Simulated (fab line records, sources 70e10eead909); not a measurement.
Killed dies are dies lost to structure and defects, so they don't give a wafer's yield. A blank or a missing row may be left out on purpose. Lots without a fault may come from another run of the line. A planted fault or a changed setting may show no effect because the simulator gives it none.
A struck lot beside a sound one | flow nand_harc | 15 steps out of a route of 1302
Sound: wafers L237.1, L237.2, L237.5. Struck: wafer L228.3. (L228.2 of the same lot was not struck and is left out.) The cause comes at the end.
At each step with rows: each side's tool, then ch and its chambers, then its first start. Under that, the readings that differ: sound wafers | struck wafers | difference of the means | sigmas: that difference in standard deviations of wafers without a fault.
alike: readings whose means differ by less than 2 such deviations, and words and numbers that are the same on both sides. not compared: withheld readings, readings that some wafer has no value for, bounds like >300 that may hide the same value, and numbers for which the record gives no deviation and whose values overlap.
The two part at a step that has a row with sigmas, a row that says differs or no value, or rows on one side only. Numbers that don't overlap but have no deviation are shown without sigmas and don't part them. A reading that every wafer of one side lacks parts them only if that side has two wafers or more.

first, 2 steps without rows for these wafers: NHARC_A_CONTACT_ETCH_118 (etches the open film in C4F8/O2/Ar, time 190 s, target depth 1850 nm); NHARC_A_CONTACT_ETCH_119 (etches the open film in C4F8/O2/Ar, time 190 s, target depth 1850 nm).
NHARC_A_CONTACT_ETCH_120: etches the open film in C4F8/O2/Ar, time 190 s, target depth 1850 nm.
  sound on har_cap_etch-02 ch 0,1, day 29 11:41; struck on har_cap_etch-02 ch 1, day 25 12:57
  not compared: rf_hours_counter_h
NHARC_A_CONTACT_ETCH_121: etches the open film in C4F8/O2/Ar, time 190 s, target depth 1850 nm.
  sound on har_cap_etch-02 ch 0,1, day 29 11:51; struck on har_cap_etch-02 ch 1, day 25 13:07
  not compared: rf_hours_counter_h
NHARC_A_CONTACT_ETCH_122: etches the open film in C4F8/O2/Ar, time 190 s, target depth 1850 nm.
  sound on har_cap_etch-02 ch 0,1, day 29 12:01; struck on har_cap_etch-02 ch 1, day 25 13:17
  not compared: rf_hours_counter_h
NHARC_A_CONTACT_ETCH_123: etches the open film in C4F8/O2/Ar, time 490 s, target depth 2110 nm.
  sound on har_cap_etch-02 ch 0,1, day 29 12:11; struck on har_cap_etch-02 ch 1, day 25 13:28
  not compared: rf_hours_counter_h
NHARC_A_CONTACT_ETCH_90: etches the open film in CH3F/O2, target depth 40 nm, time 85.7 s.
  sound on rie_diel-03 ch 1,2,3, day 29 13:11; struck on rie_diel-03 ch 3, day 25 14:26
  reading               | sound          | struck | difference | sigmas
  oes_product_au (a.u.) | 1.01 1.01 1.00 | 0.92   | -0.09      | -2
  alike: drypump_motor_current_A, rf_vpp_V, showerhead_plenum_p_Torr, throttle_valve_pct
  not compared: rf_hours_counter_h
then, 1 step without rows for these wafers: NHARC_A_CONTACT_ETCH_96 (etches the open film in C4F6/O2, target depth 20 nm, time 10 s).
NHARC_A_CONTACT_CD_MEAS_53:
  sound on cd_sem-02, day 29 13:26; struck on cd_sem-03, day 25 14:40
  reading    | sound             | struck | difference | sigmas
  cd_nm (nm) | 289.0 289.2 288.6 | 290.8  | +1.9       | +2
then, 3 steps without rows for these wafers: NHARC_A_CONTACT_STRIP_99 (strips in N2/H2); NHARC_A_CONTACT_STRIP_100 (strips in CF4/CHF3); NHARC_A_CONTACT_STRIP_101 (strips in O2/COS).
NHARC_A_CONTACT_ETCH_102: etches the open film in CF4/O2, target depth 100 nm, overetch 10 nm, time 55 s.
  sound on rie_diel-11 ch 0,2, day 29 13:44; struck on rie_diel-03 ch 2, day 25 14:58
  reading                         | sound             | struck | difference | sigmas
  oes_product_au (a.u.)           | 1.002 0.991 1.000 | 0.955  | -0.043     | -6
  showerhead_plenum_p_Torr (Torr) | 1.44 1.43 1.44    | 1.30   | -0.14      | -3
  alike: drypump_motor_current_A, rf_vpp_V, throttle_valve_pct
  not compared: rf_hours_counter_h
then, 1 step without rows for these wafers: NHARC_A_CONTACT_STRIP_55 (strips in O2).
-- the record jumps here: 3 days lie between the struck wafers' starts before and after (it left off in module A_CONTACT and takes up again in module END, whose first step shown is number 1302 of the route) --
NHARC_END_SORT_01:
  the record has rows for the struck wafers here (prober-01 ch 0, day 29 01:47) and none for the sound ones

WHERE THEY PART
First at NHARC_A_CONTACT_ETCH_90; last, within this record, at NHARC_END_SORT_01.

WHY: what the simulator had put in
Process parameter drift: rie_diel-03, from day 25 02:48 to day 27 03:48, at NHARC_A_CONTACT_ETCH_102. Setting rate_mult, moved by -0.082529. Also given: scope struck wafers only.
